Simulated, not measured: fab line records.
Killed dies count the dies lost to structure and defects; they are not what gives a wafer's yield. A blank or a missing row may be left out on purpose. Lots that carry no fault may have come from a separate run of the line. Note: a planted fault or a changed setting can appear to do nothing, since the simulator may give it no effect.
Comparing a struck lot with a sound one / flow nand harc / 43 out of 1159 route steps
Sound: these wafers, L234.3, L234.4, L234.5. Struck: wafer L242.4. (L242.1, L242.6 of the same lot were not struck and are left out.) The cause comes at the end.
For every step that has rows: the tool of each side, followed by ch and its chambers, followed by its first start. Under that, the readings that differ: sound wafers / struck wafers / difference of the means / sigmas: that difference in standard deviations of wafers without a fault.
alike: same words and numbers on both sides, and readings whose means sit less than 2 such deviations apart. not compared: any withheld reading, any reading some wafer has no value for, any bound like >300 that may hide the same value, and any number with overlapping values for which the record gives no deviation.
A row with sigmas, a row that says differs or no value, or rows on one side alone: a step with any of these is where the two part. Numbers that don't overlap but have no deviation are shown without sigmas and don't part them. A reading missing from all wafers of one side parts the sides only when that side holds two or more wafers.

first, 2 steps without rows for these wafers: NHARC_A_CONTACT_ETCH_132 (etches the open film in C4F8/O2/Ar, time 156 s, target depth 958 nm); NHARC_A_CONTACT_ETCH_133 (etches the open film in C4F8/O2/Ar, time 195 s, target depth 840 nm).
NHARC_A_CONTACT_ETCH_91: etches the open film in CH3F/O2, target depth 40 nm, time 85.7 s.
  sound on rie diel-13 ch 0,1, day 16 22:57; struck on rie diel-08 ch 3, day 18 23:58
  alike: chamber pressure mTorr, drypump motor current A, o2 flow sccm, oes product au, rf vpp V, showerhead plenum p Torr, throttle valve pct
  not compared: rf hours counter h
then, 1 step without rows for these wafers: NHARC_A_CONTACT_ETCH_97 (etches the open film in C4F6/O2, target depth 20 nm, time 10 s).
NHARC_A_CONTACT_CD_MEAS_80:
  struck on cd sem-02, day 19 00:11; sound on cd sem-01, day 16 23:10
  alike: cd nm
then, 3 steps without rows for these wafers: NHARC_A_CONTACT_STRIP_103 (strips in N2/H2); NHARC_A_CONTACT_STRIP_104 (strips in CF4/CHF3); NHARC_A_CONTACT_STRIP_105 (strips in O2/COS).
NHARC_A_CONTACT_ETCH_106: etches the open film in CF4/O2, target depth 60 nm, overetch 6 nm, time 33 s.
  sound on rie diel-08 ch 1,3, day 16 23:28; struck on rie diel-13 ch 0, day 19 00:29
reading=oes product au (a.u.); sound=1.010 1.012 1.014; struck=0.982; difference=-0.030; sigmas=-2
  alike: chamber pressure mTorr, drypump motor current A, o2 flow sccm, oes_ar_750_au, rf vpp V, showerhead plenum p Torr, throttle valve pct
  not compared: rf hours counter h
then, 3 steps without rows for these wafers: NHARC_A_CONTACT_STRIP_82 (strips in O2); NHARC_A_CONTACT_STRIP_83 (strips in post etch residue remover, time 600 s); NHARC_A_CONTACT_DEP_84 (deposits aC, target thk 2000 nm).
NHARC_A_CONTACT_DEP_85: deposits SiON, target thk 50 nm.
  sound on pecvd-02 ch 0,1,2, day 17 02:48; struck on pecvd-02 ch 0, day 19 02:26
  alike: heater power w
then, 10 steps without rows for these wafers: NHARC_A_CONTACT_DEHYDRATE_00 (time 120 s); NHARC_A_CONTACT_HMDS_01 (time 30 s); NHARC_A_CONTACT_COAT_86 (time 75 s); NHARC_A_CONTACT_COAT_87 (time 65 s); NHARC_A_CONTACT_COAT_02 (resist thk 90 nm); NHARC_A_CONTACT_SOFTBAKE_03 (time 55 s); NHARC_A_CONTACT_EBR_04; NHARC_A_CONTACT_EXPOSE_05 (exposes mask A CC); NHARC_A_CONTACT_PEB_06 (peb time 65 s); NHARC_A_CONTACT_DEVELOP_07 (develop time 35 s).
NHARC_A_CONTACT_CD_MEAS_08: target cd 100 nm.
  sound on cd sem-02 ch 0, day 17 03:28; struck on cd sem-03 ch 0, day 19 03:08
  alike: cd nm
NHARC_A_CONTACT_OVL_MEAS_09:
  struck on overlay-01, day 19 03:13; sound on overlay-02, day 17 03:33
  alike: overlay x nm, overlay y nm
NHARC_A_CONTACT_INSPECT_10:
  struck on defect inspect-01, day 19 03:16; sound on defect inspect-01, day 17 03:35
  alike: raw defect count
then, 2 steps without rows for these wafers: NHARC_A_CONTACT_DESCUM_13 (chemistry O2, time 3 s); NHARC_A_CONTACT_ETCH_88 (etches the open film in CF4, target depth 39 nm, time 65 s).
NHARC_A_CONTACT_ETCH_89: etches the open film in N2/H2, target depth 260 nm, time 475.3 s.
  sound: rie diel-07 ch 0,1,2; struck: rie diel-08 ch 1
  alike: chamber pressure mTorr, drypump motor current A, oes product au, rf vpp V, showerhead plenum p Torr, throttle valve pct
  not compared: rf hours counter h
then, 4 steps without rows for these wafers: NHARC_A_CONTACT_ETCH_30 (etches the open film in CF4/CHF3, target depth 60.5 nm, time 30.2 s); NHARC_A_CONTACT_ETCH_31 (etches the open film in O2/COS, target depth 2000 nm, time 520 s); NHARC_A_CONTACT_ETCH_134 (etches the open film in C4F8/O2/Ar, time 140 s, target depth 700 nm); NHARC_A_CONTACT_ETCH_135 (etches the open film in C4F8/O2/Ar, time 132 s, target depth 1287 nm).
NHARC_A_CONTACT_ETCH_136: etches the open film in C4F8/O2/Ar, time 132 s, target depth 1287 nm.
  sound on har cap etch-03 ch 0,1, day 17 05:01; struck on har cap etch-02 ch 0, day 19 04:41
  alike: chamber pressure mTorr
  not compared: rf hours counter h
then, 1 step without rows for these wafers: NHARC_A_CONTACT_ETCH_137 (etches the open film in C4F8/O2/Ar, time 132 s, target depth 1287 nm).
NHARC_A_CONTACT_ETCH_138: etches the open film in C4F8/O2/Ar, time 132 s, target depth 1289 nm.
  sound on har cap etch-03 ch 0,1, day 17 05:16; struck on har cap etch-02 ch 0, day 19 04:55
  alike: chamber pressure mTorr
  not compared: rf hours counter h
then, 3 steps without rows for these wafers: NHARC_A_CONTACT_ETCH_139 (etches the open film in C4F8/O2/Ar, time 137 s, target depth 590 nm); NHARC_A_CONTACT_ETCH_92 (etches the open film in CH3F/O2, target depth 40 nm, time 85.7 s); NHARC_A_CONTACT_ETCH_98 (etches the open film in C4F6/O2, target depth 20 nm, time 10 s).
NHARC_A_CONTACT_CD_MEAS_15:
  struck on cd sem-02, day 19 05:40; sound on cd sem-02, day 17 05:58
  alike: cd nm
then, 2 steps without rows for these wafers: NHARC_A_CONTACT_STRIP_107 (strips in N2/H2); NHARC_A_CONTACT_STRIP_108 (strips in CF4/CHF3).
-- break in the record here, with 2 days between the starts of the struck wafers on either side (left off in module A_CONTACT, picked up again in module END, where the first step shown is number 1159 on the route) --
NHARC_END_SORT_01:
  the record has rows for the struck wafers here (prober-01 ch 0, day 21 12:40) and none for the sound ones

== WHERE THEY PART ==
First at NHARC_A_CONTACT_ETCH_106; last, within this record, at NHARC_END_SORT_01.

WHY: what the simulator had put in
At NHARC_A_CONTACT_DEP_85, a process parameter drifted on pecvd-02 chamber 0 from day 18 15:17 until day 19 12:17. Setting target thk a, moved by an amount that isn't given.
